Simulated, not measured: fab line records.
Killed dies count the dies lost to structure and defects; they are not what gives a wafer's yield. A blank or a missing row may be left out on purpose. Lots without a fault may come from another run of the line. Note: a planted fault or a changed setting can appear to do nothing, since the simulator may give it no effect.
Struck lot and sound lot, side by side :: flow nand-harc :: 42 out of 1302 route steps
Sound: these wafers, L796.2, L796.5, L796.6. Wafers struck: L804.4, L804.5, L804.6. The cause is named last.
Each step with rows lists, per side, the tool, then ch with its chambers, then its first start. Under that, the readings that differ: sound wafers :: struck wafers :: difference of the means :: sigmas: that difference in standard deviations of wafers without a fault.
alike: words and numbers the same on both sides, and readings whose means are apart by under 2 such deviations; not compared: readings that were withheld, readings missing a value for some wafer, numbers with overlapping values and no deviation given by the record, and bounds like >300 which may hide the same value.
The two part at a step that has a row with sigmas, a row that says differs or no value, or rows on one side only. Numbers that don't overlap but have no deviation are shown without sigmas and don't part them. A reading that every wafer of one side lacks parts them only if that side has two wafers or more.

first, 6 steps without rows for these wafers: NHARC_A_M1_PRE_CLEAN_30 (time 30 s); NHARC_A_M1_PVD_20 (deposits TaN, target thk 5 nm, time 8.06 s); NHARC_A_M1_PVD_21 (deposits Cu, target thk 30 nm, time 20.49 s); NHARC_A_M1_ECD_22 (material Cu, target thk 400 nm); NHARC_A_M1_ANNEAL_31 (time 90 s); NHARC_A_M1_CMP_23 (polishes, t overpolish 20 s, target thk 154.34 nm).
NHARC_A_M1_THK_MEAS_24: measures by xrf.
  sound on film-metro-01, day 23 13:19; struck on film-metro-02, day 26 14:58
  alike: thk-nm
after that, 1 step had no rows for these wafers: NHARC_A_M1_SRD_25.
NHARC_A_M1_INSPECT_27:
  sound on defect-inspect-02, day 23 13:28; struck on defect-inspect-01, day 26 15:07
  alike: raw-defect-count
then, 1 step without rows for these wafers: NHARC_A_M1_PRE_CLEAN_32 (time 12 s).
NHARC_A_M1_DEP_33: deposits SiCN, target thk 30 nm.
  sound on pecvd-01 ch 0,1,2, day 23 13:40; struck on pecvd-01 ch 0,1,2, day 26 15:23
  alike: heater-power-w
NHARC_A_BONDPAD_DEP_00: deposits SiCN, target thk 250 nm.
  sound on pecvd-04 ch 0,1,2, day 23 14:16; struck on pecvd-04 ch 0,1,2, day 26 15:58
  alike: heater-power-w
then, 1 step without rows for these wafers: NHARC_A_BONDPAD_CMP_29 (polishes SiCN, target thk 200 nm).
NHARC_A_BONDPAD_THK_MEAS_30: measures by ellipsometry.
  sound on film-metro-02, day 23 14:50; struck on film-metro-01, day 26 16:30
  alike: thk-nm
then, 10 steps without rows for these wafers: NHARC_A_BONDPAD_SRD_31; NHARC_A_BONDPAD_DEHYDRATE_01 (time 120 s); NHARC_A_BONDPAD_HMDS_02 (time 30 s); NHARC_A_BONDPAD_COAT_33 (time 65 s); NHARC_A_BONDPAD_COAT_03 (resist thk 600 nm); NHARC_A_BONDPAD_SOFTBAKE_04 (time 70 s); NHARC_A_BONDPAD_EBR_05; NHARC_A_BONDPAD_EXPOSE_06 (exposes mask A BPAD); NHARC_A_BONDPAD_PEB_07 (peb time 80 s); NHARC_A_BONDPAD_DEVELOP_08 (time 50 s).
NHARC_A_BONDPAD_CD_MEAS_09: target cd 500 nm.
  sound on cd-sem-02 ch 0, day 23 15:24; struck on cd-sem-03 ch 0, day 26 16:57
  alike: cd-nm
NHARC_A_BONDPAD_OVL_MEAS_35:
  sound on overlay-02, day 23 15:29; struck on overlay-01, day 26 17:02
  alike: overlay-x-nm, overlay-y-nm
then, 2 steps without rows for these wafers: NHARC_A_BONDPAD_HARDBAKE_10 (time 65 s); NHARC_A_BONDPAD_DESCUM_11 (chemistry O2, time 3 s).
NHARC_A_BONDPAD_ETCH_34: etches the open film in N2/H2, target depth 60 nm, overetch 18 nm, time 65.91 s.
  sound on rie-diel-06 ch 0,1, day 23 15:42; struck on rie-diel-04 ch 1,2, day 26 17:14
  alike: bias-w, chamber-pressure-mTorr, drypump-motor-current-A, h2-flow-sccm, oes-product-au, rf-vpp-V, showerhead-plenum-p-Torr, throttle-valve-pct
  not compared: rf-hours-counter-h
then, 1 step without rows for these wafers: NHARC_A_BONDPAD_ETCH_12 (etches the open film in CHF3/O2, target depth 220 nm, time 110 s).
NHARC_A_BONDPAD_CD_MEAS_13:
  sound on cd-sem-02, day 23 15:56; struck on cd-sem-02, day 26 17:29
  alike: cd-nm
then, 4 steps without rows for these wafers: NHARC_A_BONDPAD_STRIP_15 (strips in O2); NHARC_A_BONDPAD_ETCH_24 (etches the open film in CF4/N2, target depth 30 nm, time 72.99 s); NHARC_A_BONDPAD_STRIP_16 (strips in post etch residue remover, time 600 s); NHARC_A_BONDPAD_DEGAS_25 (time 60 s).
NHARC_A_BONDPAD_PRE_CLEAN_26: time 30 s.
  sound on pvd-sputter-01; struck on pvd-sputter-01
  alike: heater-power-w
then, 1 step without rows for these wafers: NHARC_A_BONDPAD_PVD_17 (deposits TaN, target thk 5 nm, time 8.06 s).
NHARC_A_BONDPAD_PVD_27: deposits Cu, target thk 30 nm, time 20.49 s.
  sound on pvd-sputter-01; struck on pvd-sputter-01
  alike: chamber-pressure-pa, throttle-valve-pct
then, 2 steps without rows for these wafers: NHARC_A_BONDPAD_ECD_18 (material Cu, target thk 400 nm); NHARC_A_BONDPAD_ANNEAL_28 (time 90 s).
NHARC_A_BONDPAD_CMP_19: polishes, t overpolish 30 s, cu recess touch 16 s, target thk 169.82 nm.
  sound on cmp-04 ch 1,2, day 23 17:40; struck on cmp-01 ch 2,3, day 26 19:16
  alike: motor-current-A, overpolish-run-s
NHARC_END_SORT_01:
  sound on prober-01 ch 0, day 24 21:26; struck on prober-02 ch 0, day 28 02:41
reading: defect-limited-yield (%)
sound: 92.3 91.0 91.9
struck: 77.5 80.8 74.6
difference: -14.1
sigmas: -5

reading: killed-at-array
sound: 48 52 44
struck: 147 122 168
difference: +98
sigmas: +5

reading: killed-dies
sound: 52 61 55
struck: 152 130 172
difference: +95
sigmas: +5
  alike: killed-at-other, killed-at-periphery, killed-open, killed-short

WHERE THEY PART
Within this record, at NHARC_END_SORT_01 only.

WHY: what the simulator had put in
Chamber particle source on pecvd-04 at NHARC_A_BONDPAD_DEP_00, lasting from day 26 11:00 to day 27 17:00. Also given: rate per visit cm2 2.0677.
